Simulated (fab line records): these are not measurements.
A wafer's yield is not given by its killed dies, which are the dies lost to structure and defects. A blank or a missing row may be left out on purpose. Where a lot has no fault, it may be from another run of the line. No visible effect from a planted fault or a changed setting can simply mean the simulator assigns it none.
Code-filled problem report in 8D (eight disciplines) form | flow n5_finfet | the parts of the form that need people (team, actions taken, sign-off) are left out

1. WHAT IS WRONG
spin_speed_rpm at N5_BEOL_M0_SAQP_COAT_72 reads a mean of 1550.1 rpm on 5 wafers of 2 lots; wafers without a fault read 1500.1 rpm with a standard deviation of 0.98. Measured from the usual mean, that is +51 standard deviations.
The step: time 60 s, resist thk 15 nm.
First seen on wafer L757.2, day 6 19:52, on litho_track-05. The record has a number at this step for 29 wafers belonging to 11 lots. Rule for "out", or "out of limits": more than 4 standard deviations from the usual mean. The rest of the wafers with a number are treated as sound.

2. WHAT IT IS, AND WHAT IT ISN'T
question                    | is                     | is not
which readings at this step | spin_speed_rpm         | dispense_pressure_kPa
which lots                  | L757, L758             | L752, L764, L767, L768, L770, L771, L772, L774, L775
which wafers of those lots  | all that have a number | -
read on which tools         | litho_track-05         | litho_track-01, litho_track-04
when                        | from day 6 19:52       | up to then (3 sound wafers); but 21 sound wafers of L764, L767, L768, L770, L771, L772, L774, L775 came after

3. SUSPECTS, AND WHAT RULES EACH OUT
Counting: a tool stays on the suspect list if, at a process step up to the reading, it processed all lots that are out and no sound lot following the first of them.
- litho_track-05 at N5_BEOL_M0_SAQP_COAT_72 (time 60 s, resist thk 15 nm): ruled out as a lasting fault. Following L757 (day 6 19:52), the first lot on it that is out, the sound lots L772 were run on it.
Left after counting: nothing in the record.

4. THE CAUSE (what the simulator had put in)
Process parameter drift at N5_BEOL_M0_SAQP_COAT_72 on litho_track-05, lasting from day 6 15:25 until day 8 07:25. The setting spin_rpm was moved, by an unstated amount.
Counting ruled it out, wrongly.

5. THE CHAIN OF EFFECTS, in route order
Rows list readings where the struck wafers' mean (over those with a number) sits beyond 3 standard deviations from the usual. Scope: only readings with a usual standard deviation given in the record; hours: median across lots of the time from each lot's start at the first step in this table that gives one to its start at this step; sigmas: change in usual standard deviations.
hours | step                    | reading        | usual      | on struck wafers | change | sigmas
0     | N5_BEOL_M0_SAQP_COAT_72 | spin_speed_rpm | 1500.1 rpm | 1550.1           | +50.0  | +51
Here are the process steps it includes:
- N5_BEOL_M0_SAQP_COAT_72: time 60 s, resist thk 15 nm.
At these later measuring or inspecting steps, every struck wafer for which the step has a row has a number for every such reading, and none has moved that far: N5_BEOL_M0_SAQP_OVL_MEAS_41, N5_BEOL_M4_RC_MEAS_101.

6. HOW IT WOULD HAVE BEEN CAUGHT EARLIER
In this record the first reading out of limits was taken at day 6 19:52, 4 hours after the fault began at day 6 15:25.
